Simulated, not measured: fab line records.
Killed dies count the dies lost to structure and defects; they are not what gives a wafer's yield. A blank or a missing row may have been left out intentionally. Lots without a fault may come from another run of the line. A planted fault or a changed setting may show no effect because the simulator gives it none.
fab line records | flow nand_harc
record: lots: 5 | wafers: 15 | last_day: 33
route steps=1302 shown A_SGD_CUT@896 END@1302
lots that met no fault: from a run of the same line without faults
start_h: hours from the record's first day to the start of the lot's first wafer shown | wait_h: hours elapsed since this lot's preceding step | " as in the row above | L1.1+2: a row that stands for several wafers | - no value present, or no start provided | * or withheld: withheld | < > ~ a bound
route shown NAME@n: NAME is a module with steps in the file, n the number in the route of the first one | usual: the fault-free wafers' mean and standard deviation | same: alike in all rows | chamber/n: place in a boat | sites: per-site readings | _std_site: how widely they spread, as a standard deviation | _edge_site: inner sites' mean taken away from outer sites' mean | radius_mm: how far each site lies from the wafer's centre | mask NAME#n: copy n | behind: the last tool/chamber to shape the wafer | hold: why the lot was held/for how many hours/how that ended | device: the transistor (n, p or np) that didn't switch | end of line: at the end of the route, the tests of the same wafers | a step given without rows: its recipe and nothing more | killed: dies that structure and defects cost at the first sort, which is not the same as the wafer's yield | map: a wafer's dies, x killed, . not, _ none there
set.NAME: the setting that was run; set.NAME@STEP: the one run at that earlier step | model.NAME: the simulator's own value behind a step, which no gauge read
lots seen at some steps along the route; tables by step, rows by wafer
services: the hour from which a tool's chamber was out of use, counted from the record's first day as start_h (under 0 if before that day), plus the number of hours and why
== steps ==
step: NHARC_A_SGD_CUT_SOFTBAKE_04
recipe: temp_c: 105 | time_s: 55
step: NHARC_A_SGD_CUT_EBR_05
step: NHARC_A_SGD_CUT_EXPOSE_06
recipe: na: 1.35 | dose_mj: 85.59 | mask_id: SGD
step: NHARC_A_SGD_CUT_PEB_07
recipe: peb_temp_c: 100 | peb_time_s: 65
step: NHARC_A_SGD_CUT_DEVELOP_08
recipe: develop_time_s: 35 | dev_temp_c: 23
step: NHARC_A_SGD_CUT_CD_MEAS_09
recipe: target_cd_nm: 100 | landing_energy_ev: 500
usual: cd_nm: 100.0/0.62
lot.wafer | tool      | chamber | start_h | wait_h | cd_nm
L737.1    | cd_sem-03 | 0       | 520.61  | -      | 99.0
L737.2    | "         | 0       | "       | "      | 99.4
L737.4    | "         | 0       | "       | "      | 99.1
L743.1    | cd_sem-03 | 0       | 568.66  | -      | 100.1
L743.2    | "         | 0       | "       | "      | 100.3
L743.5    | "         | 0       | "       | "      | 100.5
L748.1    | cd_sem-01 | 0       | 615.77  | -      | 99.7
L748.2    | "         | 0       | "       | "      | 99.9
L748.3    | "         | 0       | "       | "      | 99.4
L749.2    | cd_sem-03 | 0       | 627.06  | -      | 100.2
L749.5    | "         | 0       | "       | "      | 101.3
L749.6    | "         | 0       | "       | "      | 100.0
L753.1    | cd_sem-03 | 0       | 672.36  | -      | 100.7
L753.4    | "         | 0       | "       | "      | 100.5
L753.6    | "         | 0       | "       | "      | 100.2
step: NHARC_A_SGD_CUT_OVL_MEAS_10
usual: overlay_x_nm: 0.1/0.66 | overlay_y_nm: 0.2/1
lot.wafer | tool       | chamber | start_h | wait_h | overlay_x_nm | overlay_y_nm
L737.1    | overlay-01 | -       | 520.69  | -      | 0.0          | -1.4
L737.2    | "          | -       | "       | "      | -0.2         | -1.5
L737.4    | "          | -       | "       | "      | -0.2         | -1.5
L743.1    | overlay-01 | -       | 568.75  | -      | -0.2         | 0.2
L743.2    | "          | -       | "       | "      | -0.7         | 0.1
L743.5    | "          | -       | "       | "      | -0.7         | 0.5
L748.1    | overlay-01 | -       | 615.86  | -      | 0.6          | -1.1
L748.2    | "          | -       | "       | "      | -0.3         | -0.9
L748.3    | "          | -       | "       | "      | 0.3          | -1.2
L749.2    | overlay-02 | -       | 627.15  | -      | 0.7          | -1.3
L749.5    | "          | -       | "       | "      | 0.0          | -0.4
L749.6    | "          | -       | "       | "      | 0.1          | -1.4
L753.1    | overlay-02 | -       | 672.45  | -      | -0.3         | 0.7
L753.4    | "          | -       | "       | "      | -0.3         | 1.4
L753.6    | "          | -       | "       | "      | 0.3          | 0.9
step: NHARC_A_SGD_CUT_INSPECT_11
usual: raw_defect_count: 63/23
lot.wafer | tool              | chamber | start_h | wait_h | raw_defect_count
L737.1    | defect_inspect-02 | -       | 520.73  | 0.0    | 62
L737.2    | "                 | -       | "       | "      | 54
L737.4    | "                 | -       | "       | "      | 75
L743.1    | defect_inspect-01 | -       | 568.79  | 0.0    | 51
L743.2    | "                 | -       | "       | "      | 50
L743.5    | "                 | -       | "       | "      | 48
L748.1    | defect_inspect-02 | -       | 615.90  | 0.0    | 20
L748.2    | "                 | -       | "       | "      | 18
L748.3    | "                 | -       | "       | "      | 20
L749.2    | defect_inspect-01 | -       | 627.19  | 0.0    | 83
L749.5    | "                 | -       | "       | "      | 85
L749.6    | "                 | -       | "       | "      | 76
L753.1    | defect_inspect-02 | -       | 672.48  | 0.0    | 61
L753.4    | "                 | -       | "       | "      | 71
L753.6    | "                 | -       | "       | "      | 65
step: NHARC_A_SGD_CUT_DESCUM_14
recipe: time_s: 3 | o2_flow_sccm: 200 | ar_flow_sccm: 0 | bias_power_w: 0 | chemistry: O2
usual: chamber_pressure_mTorr: 60.00/0.049 | drypump_motor_current_A: 5.6/0.54 | oes_product_au: 1.000/0.011 | rf_vpp_V: 57.7/0.9 | showerhead_plenum_p_Torr: 1.89/0.079 | throttle_valve_pct: 11.311/0.009
lot.wafer | tool        | chamber | start_h | wait_h | chamber_pressure_mTorr | drypump_motor_current_A | oes_product_au | rf_hours_counter_h | rf_vpp_V | showerhead_plenum_p_Torr | throttle_valve_pct
L737.2    | rie_diel-06 | 3       | 520.80  | 0.1    | 60.00                  | 5.5                     | 1.006          | 2                  | 57.5     | 2.01                     | 11.321
L737.4    | "           | 0       | "       | "      | 59.93                  | 6.1                     | 0.995          | 2                  | 56.4     | 1.79                     | 11.314
L737.1    | "           | 1       | "       | "      | 60.07                  | 5.7                     | 1.007          | 1                  | 57.6     | 1.86                     | 11.316
L743.2    | rie_diel-08 | 2       | 568.85  | 0.1    | 59.98                  | 4.9                     | 0.989          | 1                  | 57.6     | 1.84                     | 11.302
L743.1    | "           | 1       | "       | "      | 60.06                  | 4.9                     | 1.009          | 1                  | 57.0     | 1.89                     | 11.312
L743.5    | "           | 3       | "       | "      | 59.97                  | 5.9                     | 0.988          | -                  | 59.1     | 2.03                     | 11.322
L748.2    | rie_diel-08 | 0       | 615.96  | 0.1    | 60.02                  | 6.3                     | 0.991          | 3                  | 57.9     | 1.90                     | 11.311
L748.3    | "           | 1       | "       | "      | 59.93                  | 4.9                     | 1.004          | 3                  | 56.8     | 1.88                     | 11.292
L748.1    | "           | 3       | "       | "      | 60.07                  | 5.9                     | 0.988          | 3                  | 58.4     | 2.03                     | 11.311
L749.2    | rie_diel-06 | 3       | 627.26  | 0.1    | 59.99                  | 5.5                     | 0.994          | 9                  | 58.0     | 2.01                     | 11.318
L749.6    | "           | 1       | "       | "      | 59.98                  | 5.7                     | 1.009          | -                  | 57.0     | 1.86                     | 11.329
L749.5    | "           | 2       | "       | "      | 60.03                  | 4.7                     | 0.997          | -                  | 56.1     | 1.86                     | 11.304
L753.1    | rie_diel-08 | 0       | 672.54  | 0.1    | 59.96                  | 6.3                     | 0.994          | 5                  | 58.6     | 1.90                     | 11.326
L753.4    | "           | 2       | "       | "      | 60.01                  | 4.9                     | 0.998          | 5                  | 57.8     | 1.84                     | 11.298
L753.6    | "           | 0       | "       | "      | 59.98                  | 6.3                     | 0.989          | -                  | 59.0     | 1.90                     | 11.317
step: NHARC_A_SGD_CUT_ETCH_58
recipe: target_depth_a: 390 | over_etch_frac: 0.3 | time_s: 65 | ion_energy_ev: 80 | cf4_flow_sccm: 150 | ar_flow_sccm: 0 | rf_w: 300 | bias_w: 100 | chemistry: CF4
usual: chamber_pressure_mTorr: 49.99/0.045 | drypump_motor_current_A: 5.5/0.54 | oes_product_au: 0.999/0.011 | rf_vpp_V: 151.0/1.1 | showerhead_plenum_p_Torr: 1.75/0.066 | throttle_valve_pct: 13.284/0.0091
lot.wafer | tool        | chamber | start_h | wait_h | chamber_pressure_mTorr | drypump_motor_current_A | oes_product_au | rf_hours_counter_h | rf_vpp_V | showerhead_plenum_p_Torr | throttle_valve_pct
L737.4    | rie_diel-06 | 2       | 520.88  | 0.1    | 50.00                  | 4.7                     | 1.008          | 2                  | 150.6    | 1.72                     | 13.295
L737.1    | "           | 0       | "       | "      | 49.95                  | 6.1                     | 0.997          | 2                  | 150.0    | 1.66                     | 13.285
L737.2    | "           | 1       | "       | "      | 50.05                  | 5.7                     | 1.000          | 1                  | 150.5    | 1.72                     | 13.285
L743.2    | rie_diel-08 | 1       | 568.94  | 0.1    | 50.02                  | 4.9                     | 1.003          | 1                  | 152.3    | 1.74                     | 13.285
L743.1    | "           | 2       | "       | "      | 49.97                  | 4.9                     | 0.988          | 1                  | 150.8    | 1.71                     | 13.299
L743.5    | "           | 0       | "       | "      | 49.95                  | 6.3                     | 1.003          | -                  | 151.4    | 1.76                     | 13.277
L748.1    | rie_diel-08 | 0       | 616.05  | 0.1    | 49.94                  | 6.3                     | 0.999          | 3                  | 151.2    | 1.76                     | 13.279
L748.3    | "           | 1       | "       | "      | 49.95                  | 5.0                     | 1.011          | 3                  | 150.5    | 1.74                     | 13.280
L748.2    | "           | 2       | "       | "      | 50.08                  | 4.9                     | 0.986          | 3                  | 151.2    | 1.70                     | 13.288
L749.2    | rie_diel-06 | 1       | 627.33  | 0.1    | 50.06                  | 5.7                     | 1.008          | 10                 | 151.2    | 1.72                     | 13.281
L749.6    | "           | 1       | "       | "      | 50.01                  | 5.7                     | 0.993          | -                  | 152.0    | 1.72                     | 13.281
L749.5    | "           | 2       | "       | "      | 49.96                  | 4.8                     | 1.000          | -                  | 150.4    | 1.72                     | 13.282
L753.1    | rie_diel-08 | 0       | 672.63  | 0.1    | 50.02                  | 6.3                     | 0.990          | 5                  | 151.5    | 1.76                     | 13.277
L753.4    | "           | 2       | "       | "      | 50.08                  | 4.9                     | 0.997          | 5                  | 151.0    | 1.70                     | 13.289
L753.6    | "           | 0       | "       | "      | 50.02                  | 6.3                     | 0.994          | -                  | 152.7    | 1.76                     | 13.294
step: NHARC_A_SGD_CUT_ETCH_59
recipe: target_depth_a: 2600 | over_etch_frac: 0.25 | time_s: 406.25 | ion_energy_ev: 200 | n2_flow_sccm: 150 | h2_flow_sccm: 150 | ar_flow_sccm: 0 | rf_w: 400 | bias_w: 150 | chemistry: N2/H2
usual: chamber_pressure_mTorr: 29.999/0.028 | drypump_motor_current_A: 5.6/0.54 | oes_product_au: 0.999/0.011 | rf_vpp_V: 429.7/2.4 | showerhead_plenum_p_Torr: 2.01/0.084 | throttle_valve_pct: 14.172/0.009
lot.wafer | tool        | chamber | start_h | wait_h | chamber_pressure_mTorr | drypump_motor_current_A | oes_product_au | rf_hours_counter_h | rf_vpp_V | showerhead_plenum_p_Torr | throttle_valve_pct
L737.1    | rie_diel-06 | 0       | -       | -      | 30.054                 | 6.1                     | 0.995          | 2                  | 426.7    | 1.90                     | 14.174
L737.4    | "           | 1       | "       | "      | 29.993                 | 5.7                     | 1.005          | 2                  | 428.8    | 1.98                     | 14.188
L737.2    | "           | 2       | "       | "      | 29.993                 | 4.7                     | 1.002          | 2                  | 428.6    | 1.98                     | 14.189
L743.2    | rie_diel-08 | 2       | -       | -      | 29.957                 | 4.9                     | 0.983          | 1                  | 427.9    | 1.96                     | 14.159
L743.1    | "           | 0       | "       | "      | 30.034                 | 6.3                     | 0.996          | 1                  | 429.5    | 2.03                     | 14.171
L743.5    | "           | 1       | "       | "      | 30.026                 | 5.0                     | 0.992          | -                  | 427.4    | 2.01                     | 14.170
L748.1    | rie_diel-08 | 0       | -       | -      | 29.985                 | 6.3                     | 0.997          | 3                  | 429.2    | 2.03                     | 14.170
L748.2    | "           | 1       | "       | "      | 30.015                 | 4.9                     | 1.009          | 3                  | 429.9    | 2.01                     | 14.167
L748.3    | "           | 2       | "       | "      | 29.989                 | 4.9                     | 0.985          | 3                  | 427.8    | 1.96                     | 14.156
L749.2    | rie_diel-06 | 1       | -       | -      | 29.984                 | 5.7                     | 1.013          | 10                 | 429.1    | 1.98                     | 14.182
L749.6    | "           | 2       | "       | "      | 30.029                 | 4.7                     | 1.006          | -                  | 429.4    | 1.98                     | 14.177
L749.5    | "           | 3       | "       | "      | 29.980                 | 5.5                     | 0.996          | -                  | 434.3    | 2.15                     | 14.174
L753.1    | rie_diel-08 | 1       | -       | -      | 30.026                 | 5.0                     | 1.014          | 5                  | 429.3    | 2.01                     | 14.178
L753.4    | "           | 2       | "       | "      | 30.028                 | 4.9                     | 0.987          | 5                  | 427.9    | 1.96                     | 14.187
L753.6    | "           | 2       | "       | "      | 30.016                 | 4.9                     | 0.992          | -                  | 428.2    | 1.96                     | 14.174
step: NHARC_A_SGD_CUT_ETCH_15
recipe: target_depth_a: 750 | time_s: 64.3 | ch3f_flow_sccm: 50 | o2_flow_sccm: 30 | ar_flow_sccm: 200 | rf_w: 500 | bias_w: 100 | chemistry: CH3F/O2
usual: chamber_pressure_mTorr: 24.998/0.023 | drypump_motor_current_A: 5.6/0.53 | oes_product_au: 0.961/0.018 | rf_vpp_V: 263.5/1.7 | showerhead_plenum_p_Torr: 2.44/0.1 | throttle_valve_pct: 20.662/0.0098
lot.wafer | tool        | chamber | start_h | wait_h | chamber_pressure_mTorr | drypump_motor_current_A | oes_product_au | rf_hours_counter_h | rf_vpp_V | showerhead_plenum_p_Torr | throttle_valve_pct
L737.4    | rie_diel-06 | 0       | -       | -      | 24.974                 | 6.1                     | 0.913          | 2                  | 261.7    | 2.30                     | 20.656
L737.1    | "           | 1       | "       | "      | 25.000                 | 5.7                     | 0.935          | 2                  | 261.8    | 2.39                     | 20.683
L737.2    | "           | 2       | "       | "      | 24.993                 | 4.7                     | 0.928          | 2                  | 263.5    | 2.39                     | 20.653
L743.2    | rie_diel-08 | 0       | -       | -      | 25.028                 | 6.3                     | 0.976          | 1                  | 262.9    | 2.44                     | 20.646
L743.1    | "           | 2       | "       | "      | 25.005                 | 5.0                     | 0.956          | 1                  | 263.8    | 2.37                     | 20.654
L743.5    | "           | 0       | "       | "      | 24.994                 | 6.3                     | 0.974          | -                  | 262.5    | 2.44                     | 20.659
L748.1    | rie_diel-08 | 3       | -       | -      | 25.044                 | 5.9                     | 0.965          | 3                  | 265.1    | 2.61                     | 20.665
L748.3    | "           | 1       | "       | "      | 24.983                 | 4.9                     | 0.965          | 3                  | 264.4    | 2.42                     | 20.658
L748.2    | "           | 2       | "       | "      | 24.998                 | 4.9                     | 0.974          | 3                  | 263.5    | 2.37                     | 20.660
L749.2    | rie_diel-06 | 1       | -       | -      | 25.004                 | 5.7                     | 0.966          | 10                 | 261.9    | 2.39                     | 20.660
L749.5    | "           | 1       | "       | "      | 24.993                 | 5.7                     | 0.955          | -                  | 262.0    | 2.39                     | 20.648
L749.6    | "           | 2       | "       | "      | 25.036                 | 4.8                     | 0.962          | -                  | 262.7    | 2.39                     | 20.655
L753.1    | rie_diel-08 | 0       | -       | -      | 24.979                 | 6.3                     | 0.947          | 5                  | 263.1    | 2.44                     | 20.675
L753.4    | "           | 2       | "       | "      | 24.996                 | 4.9                     | 0.967          | 6                  | 261.5    | 2.36                     | 20.662
L753.6    | "           | 3       | "       | "      | 25.011                 | 5.9                     | 0.961          | -                  | 265.5    | 2.60                     | 20.654
step: NHARC_A_SGD_CUT_ETCH_16
recipe: target_depth_a: 3105 | time_s: 155.2 | c4f8_flow_sccm: withheld | o2_flow_sccm: 8 | ar_flow_sccm: withheld | rf_w: 600 | bias_w: 800 | chemistry: C4F8/O2/Ar
usual: chamber_pressure_mTorr: 25.000/0.024 | oes_product_au: 0.972/0.014 | rf_vpp_V: 722/4.1
lot.wafer | tool        | chamber | start_h | wait_h | chamber_pressure_mTorr | oes_product_au | rf_hours_counter_h | rf_vpp_V
L737.4    | rie_diel-06 | 1       | 521.37  | -      | 24.971                 | 0.958          | 2                  | 721
L737.2    | "           | 2       | "       | "      | 24.983                 | 0.957          | 2                  | 722
L737.1    | "           | 3       | "       | "      | 24.999                 | 0.940          | 2                  | 729
L743.1    | rie_diel-08 | 1       | 569.42  | -      | 24.989                 | 0.981          | 1                  | 721
L743.2    | "           | 3       | "       | "      | 24.979                 | 0.956          | 1                  | 729
L743.5    | "           | 1       | "       | "      | 25.017                 | 0.971          | -                  | 722
L748.3    | rie_diel-08 | 3       | 616.53  | -      | 25.009                 | 0.968          | 3                  | 729
L748.2    | "           | 0       | "       | "      | 24.976                 | 0.871          | 3                  | 722
L748.1    | "           | 1       | "       | "      | 25.034                 | 0.965          | 3                  | 722
L749.2    | rie_diel-06 | 3       | 627.83  | -      | 25.013                 | 0.979          | 9                  | 728
L749.5    | "           | 2       | "       | "      | 24.980                 | 0.964          | -                  | 720
L749.6    | "           | 3       | "       | "      | 25.007                 | 0.981          | -                  | 728
L753.4    | rie_diel-08 | 3       | 673.11  | -      | 24.992                 | 0.968          | 5                  | 729
L753.1    | "           | 2       | "       | "      | 24.984                 | 0.970          | 6                  | 721
L753.6    | "           | 3       | "       | "      | 24.987                 | 0.967          | -                  | 729
step: NHARC_A_SGD_CUT_STRIP_60
recipe: c4f8_flow_sccm: withheld | o2_flow_sccm: 8 | ar_flow_sccm: withheld | bias_w: 0 | chemistry: C4F8/O2/Ar
step: NHARC_END_SORT_01
recipe: temp_c: 25
usual: killed_at_array: 64/16 | killed_at_other: 1.0/1.1 | killed_at_periphery: 3.5/2.3 | killed_dies: 69/17 | killed_open: 3.2/1.6 | killed_short: 2.4/1.6
same: gross_dies: 677
lot.wafer | tool      | chamber | start_h | wait_h | killed_at_array | killed_at_other | killed_at_periphery | killed_dies | killed_open | killed_short
L737.1    | prober-02 | 0       | 637.74  | 2.5    | 55              | 1               | 1                   | 57          | 2           | 2
L737.2    | prober-02 | 0       | 638.54  | 2.8    | 50              | 1               | 7                   | 58          | 6           | 3
L737.4    | prober-02 | 0       | 640.15  | 3.4    | 48              | 0               | 5                   | 53          | 1           | 3
L743.1    | prober-02 | 0       | 699.26  | 2.5    | 73              | 1               | 4                   | 78          | 3           | 6
L743.2    | prober-02 | 0       | 700.05  | 2.8    | 65              | 2               | 2                   | 69          | 1           | 2
L743.5    | prober-02 | 0       | 702.42  | 3.7    | 78              | 0               | 0                   | 78          | 2           | 2
L748.1    | prober-01 | 0       | 751.87  | 2.5    | 38              | 1               | 0                   | 39          | 3           | 0
L748.2    | prober-01 | 0       | 752.66  | 2.8    | 673             | 0               | 4                   | 677         | 2           | 2
L748.3    | prober-01 | 0       | 753.45  | 3.1    | 34              | 0               | 1                   | 35          | 2           | 0
L749.2    | prober-01 | 0       | 763.18  | 2.8    | 81              | 0               | 3                   | 84          | 6           | 4
L749.5    | prober-01 | 0       | 765.55  | 3.7    | 71              | 1               | 1                   | 73          | 6           | 2
L749.6    | prober-01 | 0       | 766.34  | 4.0    | 77              | 0               | 4                   | 81          | 3           | 1
L753.1    | prober-02 | 0       | 794.81  | 2.5    | 60              | 0               | 5                   | 65          | 8           | 1
L753.4    | prober-02 | 0       | 797.16  | 3.3    | 70              | 0               | 5                   | 75          | 4           | 6
L753.6    | prober-02 | 0       | 798.73  | 3.9    | 55              | 0               | 4                   | 59          | 5           | 1
killed by level:class
L737.1 A_CHANNEL_HOLE_D2:chamber_film_flake=36 A_CHANNEL_HOLE_D1:chamber_film_flake=5 A_STAIRCASE:chamber_film_flake=5 A_CONTACT:chamber_film_flake=4 A_ONON_D2:geometric_particle:short=1 A_CHANNEL_FILL_D2:geometric_particle:open=1 A_WL_FILL:geometric_particle:short=1 A_CONTACT:geometric_particle:open=1
L737.2 A_CHANNEL_HOLE_D2:chamber_film_flake=29 A_CHANNEL_HOLE_D1:chamber_film_flake=8 P_M2:chamber_film_flake=7 A_CHANNEL_FILL_D1:geometric_particle:short=2 A_STAIRCASE:chamber_film_flake=2 A_SOURCE_PLATE:geometric_particle:open=1 A_CHANNEL_FILL_D1:geometric_particle:open=1 A_DECK1_JOINT:geometric_particle:short=1
L737.4 A_CHANNEL_HOLE_D2:chamber_film_flake=29 A_STAIRCASE:chamber_film_flake=7 A_CHANNEL_HOLE_D1:chamber_film_flake=5 P_M2:chamber_film_flake=2 A_WL_FILL:chamber_film_flake=2 A_CONTACT:chamber_film_flake=2 P_CONTACT:geometric_particle:open=1 A_SOURCE_PLATE:geometric_particle:short=1
L743.1 A_SLIT:chamber_film_flake=33 A_CHANNEL_HOLE_D1:chamber_film_flake=26 A_WL_FILL:geometric_particle:short=3 P_STI:chamber_film_flake=3 A_BLC:geometric_particle:open=2 A_CHANNEL_HOLE_D2:chamber_film_flake=2 A_STAIRCASE:chamber_film_flake=2 A_ONON_D1:geometric_particle:short=1
L743.2 A_CHANNEL_HOLE_D1:chamber_film_flake=31 A_SLIT:chamber_film_flake=27 A_CONTACT:chamber_film_flake=3 A_CHANNEL_FILL_D2:geometric_particle:short=2 A_ONON_D2:geometric_particle:open=1 P_ZERO_WELL:chamber_film_flake=1 P_STI:chamber_film_flake=1 A_STAIRCASE:chamber_film_flake=1
L743.5 A_SLIT:chamber_film_flake=33 A_CHANNEL_HOLE_D1:chamber_film_flake=30 A_WL_FILL:chamber_film_flake=3 A_CONTACT:chamber_film_flake=3 A_CHANNEL_HOLE_D2:chamber_film_flake=2 A_ONON_D1:geometric_particle:short=1 A_ONON_D1:geometric_particle:open=1 A_CHANNEL_FILL_D1:geometric_particle:short=1
L748.1 A_CHANNEL_HOLE_D1:chamber_film_flake=14 A_CONTACT:chamber_film_flake=8 A_SLIT:chamber_film_flake=7 A_CHANNEL_HOLE_D2:chamber_film_flake=2 A_WL_FILL:chamber_film_flake=2 A_CHANNEL_FILL_D2:geometric_particle:open=1 A_CONTACT:geometric_particle:open=1 A_BLC:geometric_particle:open=1
L748.2 A_SGD_CUT:area_etch=645 A_CHANNEL_HOLE_D1:chamber_film_flake=11 A_CONTACT:chamber_film_flake=5 A_CHANNEL_FILL_D2:chamber_film_flake=3 A_SLIT:chamber_film_flake=3 P_GATE:chamber_film_flake=2 A_STAIRCASE:chamber_film_flake=2 P_STI:geometric_particle:short=1
L748.3 A_CHANNEL_HOLE_D1:chamber_film_flake=15 A_CONTACT:chamber_film_flake=8 A_SLIT:chamber_film_flake=5 A_M0:geometric_particle:open=1 A_M1:geometric_particle:open=1 P_STI:chamber_film_flake=1 A_ZERO_WELL:chamber_film_flake=1 A_STAIRCASE:chamber_film_flake=1
L749.2 A_CHANNEL_HOLE_D2:chamber_film_flake=27 A_CHANNEL_HOLE_D1:chamber_film_flake=22 A_SLIT:chamber_film_flake=8 A_STAIRCASE:chamber_film_flake=8 A_CONTACT:chamber_film_flake=3 A_CHANNEL_FILL_D2:geometric_particle:open=2 A_ZERO_WELL:chamber_film_flake=2 P_CONTACT:geometric_particle:short=1
L749.5 A_CHANNEL_HOLE_D2:chamber_film_flake=26 A_CHANNEL_HOLE_D1:chamber_film_flake=12 A_STAIRCASE:chamber_film_flake=8 A_SLIT:chamber_film_flake=6 A_CONTACT:chamber_film_flake=5 A_CHANNEL_FILL_D2:chamber_film_flake=3 A_CHANNEL_FILL_D2:geometric_particle:open=2 A_ZERO_WELL:chamber_film_flake=2
L749.6 A_CHANNEL_HOLE_D2:chamber_film_flake=34 A_CHANNEL_HOLE_D1:chamber_film_flake=12 A_SLIT:chamber_film_flake=9 A_STAIRCASE:chamber_film_flake=7 A_CONTACT:chamber_film_flake=5 A_ZERO_WELL:chamber_film_flake=3 A_CHANNEL_FILL_D1:chamber_film_flake=2 P_M1:chamber_film_flake=2
L753.1 A_CHANNEL_HOLE_D2:chamber_film_flake=32 A_SLIT:chamber_film_flake=15 A_STAIRCASE:chamber_film_flake=4 A_CONTACT:chamber_film_flake=3 P_M0:geometric_particle:open=2 A_CHANNEL_FILL_D2:geometric_particle:open=2 P_CONTACT:chamber_film_flake=2 P_CONTACT:geometric_particle:open=1
L753.4 A_CHANNEL_HOLE_D2:chamber_film_flake=39 A_CHANNEL_HOLE_D1:chamber_film_flake=6 A_SLIT:chamber_film_flake=6 A_STAIRCASE:chamber_film_flake=4 A_CONTACT:chamber_film_flake=3 A_WL_FILL:geometric_particle:short=2 P_ZERO_WELL:chamber_film_flake=2 P_CONTACT:chamber_film_flake=2
L753.6 A_CHANNEL_HOLE_D2:chamber_film_flake=30 A_SLIT:chamber_film_flake=8 A_STAIRCASE:chamber_film_flake=5 A_CHANNEL_HOLE_D1:chamber_film_flake=3 A_M1:geometric_particle:open=2 A_CONTACT:chamber_film_flake=2 A_ONON_D1:geometric_particle:open=1 A_CHANNEL_FILL_D1:geometric_particle:short=1
map L748.2 (x killed, . not)
____________x____________
_________xxxxxxx_________
_______xxxxxxxxxxx_______
______xxxxxxxxxxxxx______
_____xxxxxxxxxxxxxxx_____
____xxxxxxxxxxxxxxxxx____
____xxxxxxxxxxxxxxxxx____
___xxxxxxxxxxxxxxxxxxx___
___xxxxxxxxxxxxxxxxxxx___
__xxxxxxxxxxxxxxxxxxxxx__
__xxxxxxxxxxxxxxxxxxxxx__
_xxxxxxxxxxxxxxxxxxxxxxx_
_xxxxxxxxxxxxxxxxxxxxxxx_
_xxxxxxxxxxxxxxxxxxxxxxx_
_xxxxxxxxxxxxxxxxxxxxxxx_
_xxxxxxxxxxxxxxxxxxxxxxx_
xxxxxxxxxxxxxxxxxxxxxxxxx
xxxxxxxxxxxxxxxxxxxxxxxxx
xxxxxxxxxxxxxxxxxxxxxxxxx
xxxxxxxxxxxxxxxxxxxxxxxxx
xxxxxxxxxxxxxxxxxxxxxxxxx
_xxxxxxxxxxxxxxxxxxxxxxx_
_xxxxxxxxxxxxxxxxxxxxxxx_
_xxxxxxxxxxxxxxxxxxxxxxx_
_xxxxxxxxxxxxxxxxxxxxxxx_
_xxxxxxxxxxxxxxxxxxxxxxx_
__xxxxxxxxxxxxxxxxxxxxx__
__xxxxxxxxxxxxxxxxxxxxx__
___xxxxxxxxxxxxxxxxxxx___
___xxxxxxxxxxxxxxxxxxx___
____xxxxxxxxxxxxxxxxx____
____xxxxxxxxxxxxxxxxx____
_____xxxxxxxxxxxxxxx_____
______xxxxxxxxxxxxx______
_______xxxxxxxxxxx_______
_________xxxxxxx_________
____________x____________
map L743.1 (x killed, . not)
____________.____________
_________......._________
_______..........._______
______.............______
_____..............._____
____.................____
____.................____
___..x................___
___...................___
__...................x.__
__..................x..__
_...................x..._
_...............x......._
_......................._
_..................x..x._
_......................._
...xx....................
.......x.x...x...........
.......xxx...x......x....
....x.xxx.....xxx.x..x...
.....xxx.....xxx........x
_x.x.xxxxx.....x.....x.._
_...x..x....xxx.x......._
_....xxxxx..xxxx........_
_..........x.xxx........_
_...........xxxxx......._
__........x.x..xx......__
__..........xx.........__
___......xx...xx......___
___............x......___
____.................____
____.................____
_____..............._____
______.......x.....______
_______..........._______
_________......._________
____________.____________
== services ==
tool        | chamber | start_h | hours | kind
rie_diel-08 | 0       | 499.30  | -     | clean
rie_diel-08 | 1       | 499.30  | -     | clean
rie_diel-08 | 2       | 499.30  | -     | clean
rie_diel-08 | 3       | 499.30  | -     | clean
rie_diel-06 | 1       | 504.30  | 4.9   | repair
rie_diel-08 | 3       | 508.41  | 3.5   | repair
rie_diel-06 | -       | 523.55  | 0.5   | repair
rie_diel-08 | 0       | 523.80  | -     | clean
rie_diel-08 | 1       | 523.80  | -     | clean
rie_diel-08 | 2       | 523.80  | -     | clean
rie_diel-08 | 3       | 523.80  | -     | clean
rie_diel-08 | -       | 544.80  | 9.0   | pm
rie_diel-08 | 0       | 544.80  | 9.0   | vent_cycle
rie_diel-08 | 1       | 544.80  | 9.0   | vent_cycle
rie_diel-08 | 2       | 544.80  | 9.0   | vent_cycle
rie_diel-08 | 3       | 544.80  | 9.0   | vent_cycle
rie_diel-08 | 0       | 553.80  | -     | clean
rie_diel-08 | 1       | 553.80  | -     | clean
rie_diel-08 | 2       | 553.80  | -     | clean
rie_diel-08 | 3       | 553.80  | -     | clean
rie_diel-06 | 3       | 598.50  | 14.2  | repair
rie_diel-06 | -       | 651.01  | 0.7   | repair
rie_diel-06 | -       | 661.23  | 9.0   | pm
rie_diel-08 | -       | 665.12  | 1.3   | repair
== key ==
first_sign: step: NHARC_A_SGD_CUT_ETCH_16 | reading: oes_product_au | direction: down | sigmas: 7.2 | usual: 0.972 | struck: 0.871
effect: step: NHARC_END_SORT_01 | reading: killed_at_array | direction: up | sigmas: 37 | usual: 64 | struck: 673
more_kills_born_at: NHARC_A_SGD_CUT_ETCH_16@rie_diel-08: 645
met_at NHARC_A_SGD_CUT_ETCH_16
struck_wafers L748.2
later_rows_left_out L748.2
tester_left_out L748
fault: kind: process_parameter_drift | tool: rie_diel-08 | chamber: 0 | onset_h: 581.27 | steps: NHARC_A_SGD_CUT_ETCH_16 | channel: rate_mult | offset: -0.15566 | shape: step | end_h: 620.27
tester_left_out: of these lots the tester's yield and bins aren't shown, on N5 and GAA mostly nor the transistor test; their killed dies are dies lost to structure and defects alone, not to doping, threshold or leakage, so they don't give the yield
later_rows_left_out: the simulator's readings of these wafers behind a module that went badly wrong aren't trusted and aren't shown, but for the sort
